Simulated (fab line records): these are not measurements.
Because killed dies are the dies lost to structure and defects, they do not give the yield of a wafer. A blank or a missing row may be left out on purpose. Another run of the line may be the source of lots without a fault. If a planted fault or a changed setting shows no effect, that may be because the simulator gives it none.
Chamber matching :: flow nand_harc :: NHARC_P_GATE_DESCUM_61 on rie_diel-10: 4 sister chambers
The step chemistry O2, time 3 s. 4 wafers are shown with their chamber, then 7 later ones without.

## EACH WAFER AND ITS CHAMBER
wafer: L874.4
chamber: 1
showerhead_plenum_p_Torr (Torr): 1.85

wafer: L879.1
chamber: 2
showerhead_plenum_p_Torr (Torr): 1.91

wafer: L884.1
chamber: 0
showerhead_plenum_p_Torr (Torr): 1.95

wafer: L884.4
chamber: 3
showerhead_plenum_p_Torr (Torr): 1.81

## WAFERS MISSING THEIR CHAMBER
wafer: L884.5
showerhead_plenum_p_Torr (Torr): 1.84

wafer: L885.1
showerhead_plenum_p_Torr (Torr): 1.95

wafer: L885.2
showerhead_plenum_p_Torr (Torr): 1.91

wafer: L885.4
showerhead_plenum_p_Torr (Torr): 1.84

wafer: L887.2
showerhead_plenum_p_Torr (Torr): 1.84

wafer: L887.5
showerhead_plenum_p_Torr (Torr): 1.91

wafer: L887.6
showerhead_plenum_p_Torr (Torr): 1.84

## EACH ONE'S CHAMBER
wafer: L884.5
from the rows above: 1
in truth: 1

wafer: L885.1
from the rows above: 0
in truth: 0

wafer: L885.2
from the rows above: 2
in truth: 2

wafer: L885.4
from the rows above: 1
in truth: 1

wafer: L887.2
from the rows above: 1
in truth: 1

wafer: L887.5
from the rows above: 2
in truth: 2

wafer: L887.6
from the rows above: 1
in truth: 1
Correctly placed: 7 of 7. Number that these rows cannot place: 0. 0 placed wrongly.
How it was worked out, from the rows above alone: a wafer's distance from a chamber is the root of the sum, over the readings, of the square of ((its reading less the chamber's mean) divided by the reading's scatter). If the next closest chamber is less than 2 further off than the closest, the wafer can't be placed; otherwise it belongs to the closest. The mean given for a chamber averages the wafers shown for that chamber. The scatter: with one shown wafer a chamber, the root of the mean of the squares of how far each hidden wafer lies from its nearest shown one.
